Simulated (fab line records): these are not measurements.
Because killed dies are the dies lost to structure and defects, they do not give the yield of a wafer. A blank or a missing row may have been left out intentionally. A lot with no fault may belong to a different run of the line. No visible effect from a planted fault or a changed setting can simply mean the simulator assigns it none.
Comparing a struck lot with a sound one :: flow n5 finfet :: 36 steps out of a route of 1938
Sound: wafers L241.2, L241.3, L241.5. Struck: wafers L247.2, L247.4, L247.5. Last of all comes the cause.
For every step that has rows: the tool of each side, followed by ch and its chambers, followed by its first start. Under that, the readings that differ: sound wafers :: struck wafers :: difference of the means :: sigmas: that difference in standard deviations of wafers without a fault.
alike: words and numbers the same on both sides, and readings whose means are apart by under 2 such deviations; not compared: readings that were withheld, readings missing a value for some wafer, numbers with overlapping values and no deviation given by the record, and bounds like >300 which may hide the same value.
Wherever a step has rows on one side only, a row that says differs or no value, or a row with sigmas, the two part there. Numbers that have no deviation but don't overlap get no sigmas and don't part them. A reading missing from all wafers of one side parts the sides only when that side holds two or more wafers.

first, 8 steps without rows for these wafers: N5_MOL_CONTACT_COAG_PRECLEAN_138 (cleans in alkaline clean, time 60 s); N5_MOL_CONTACT_COAG_SRD_139 (time 30 s); N5_MOL_CONTACT_COAG_PRE_CLEAN_121; N5_MOL_CONTACT_COAG_CVD_140 (deposits W, target thk 66.5 nm, time 215 s); N5_MOL_CONTACT_COAG_PRECLEAN_127 (cleans in DIW, time 57.5 s); N5_MOL_CONTACT_COAG_SRD_128 (dry time 32 s); N5_MOL_CONTACT_COAG_CMP_52 (polishes, stops on SiO2, t overpolish 1.5 s, target thk 66.5 nm); N5_MOL_CONTACT_COAG_ANNEAL_112 (time 1800 s).
N5_BEOL_M0_SAQP_PECVD_00: deposits SiCN from 3MS/NH3, target thk 8 nm, time 14 s.
  sound on pecvd-04 ch 0,2, day 6 08:41; struck on pecvd-04 ch 0,1, day 7 22:11
reading: rf fwd power W (W)
sound: 199.5 199.4 200.2
struck: - - -
difference: no value on the struck wafers
sigmas: 

reading: model.SiCN_of_BEOL_M0_SAQP_PECVD_00.thk nm (nm)
sound: 8 8 8
struck: 7.4 7.4 7.6
difference: -0.5
sigmas: 
  alike: showerhead plenum p Torr, throttle valve pct
then, 25 steps without rows for these wafers: N5_BEOL_M0_SAQP_ILD_DEP_01 (deposits SiOC from DEMS/O2, target thk 45.419 nm, time 8.7 s); N5_BEOL_M0_SAQP_HM_DEP_02 (deposits TiN, target thk 12 nm); N5_BEOL_M0_SAQP_PECVD_03 (deposits SiCN from 3MS/NH3, target thk 12 nm, time 21.1 s); N5_BEOL_M0_SAQP_PECVD_96 (deposits a-Si from SiH4/He, target thk 45 nm, time 45.2 s); N5_BEOL_M0_SAQP_PECVD_97 (deposits SiNx from SiH4/NH3/N2, target thk 23 nm, time 19.9 s); N5_BEOL_M0_SAQP_PECVD_04 (deposits a-Si from SiH4/He, target thk 60 nm, time 60.2 s); N5_BEOL_M0_SAQP_HM_DEP_111 (deposits SiO2 from SiH4/N2O, target thk 12 nm, time 7.2 s); N5_BEOL_M0_SAQP_COAT_81 (time 60 s, resist thk 100 nm); N5_BEOL_M0_SAQP_COAT_82 (time 60 s, resist thk 30 nm); N5_BEOL_M0_SAQP_COAT_08 (resist thk 90 nm); N5_BEOL_M0_SAQP_EBR_10; N5_BEOL_M0_SAQP_SOFTBAKE_09 (time 60 s); N5_BEOL_M0_SAQP_EXPOSE_11 (exposes mask M0 CORE, target cd 42 nm); N5_BEOL_M0_SAQP_PEB_12 (peb time 60 s); N5_BEOL_M0_SAQP_DEVELOP_13 (develop time 30 s); N5_BEOL_M0_SAQP_DESCUM_19 (chemistry O2, time 7.9 s); N5_BEOL_M0_SAQP_ETCH_83 (etches SiARC in CF4, target depth 39 nm, time 65 s); N5_BEOL_M0_SAQP_ETCH_84 (etches SOC in N2/H2, target depth 100 nm, overetch 20 nm, time 150 s); N5_BEOL_M0_SAQP_STRIP_80 (strips in N2/H2); N5_BEOL_M0_SAQP_HM_OPEN_112 (chemistry CHF3/O2, target SiO2, stops on a-Si, target depth 12 nm, time 13.5 s); N5_BEOL_M0_SAQP_STRIP_113 (strips in CHF3/O2); N5_BEOL_M0_SAQP_MANDREL_ETCH_20 (etches a-Si in HBr/Cl2, stops on SiNx, target depth 60 nm, bt time 10 s, time 30 s); N5_BEOL_M0_SAQP_STRIP_86 (strips in N2/H2); N5_BEOL_M0_SAQP_STRIP_115 (strips in post etch residue remover, time 60 s); N5_BEOL_M0_SAQP_SRD_93 (time 30 s).
N5_BEOL_M0_ETCH_109: etches SiCN in CH3F/O2, target depth 8 nm, overetch 2.4 nm, time 27.4 s.
  sound on rie diel-02 ch 0,2,3, day 6 17:49; struck on rie diel-02 ch 0,1,3, day 8 11:19
reading: model.etch.depth nm (nm)
sound: 7.904 7.962 7.974
struck: 7.391 7.497 7.624
difference: -0.443
sigmas: 
  alike: drypump motor current A, oes product au, rf fwd power W, rf vpp V, showerhead plenum p Torr, throttle valve pct
  not compared: rf hours counter h
-- here the record skips 2 days between the struck wafers' starts before and after, leaving off in module BEOL_M0 and picking up in module BEOL_M4 (first step shown: number 1111 of the route) --
N5_BEOL_M4_RC_MEAS_101:
  sound on prober-02 ch 0, day 9 15:13; struck on prober-01 ch 0, day 10 20:57
  alike: DIBL_N, DIBL_P, IOFF_N, IOFF_P, ION_N, ION_P, SS_N, SS_P, VT_N, VT_P

== WHERE THEY PART ==
Only at N5_BEOL_M0_SAQP_PECVD_00, as far as this record shows. Later steps at which nothing parts them and some readings are alike: N5_BEOL_M0_ETCH_109, N5_BEOL_M4_RC_MEAS_101.

WHY: whatever the simulator had introduced
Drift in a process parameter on pecvd-04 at N5_BEOL_M0_SAQP_PECVD_00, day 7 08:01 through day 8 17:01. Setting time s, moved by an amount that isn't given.
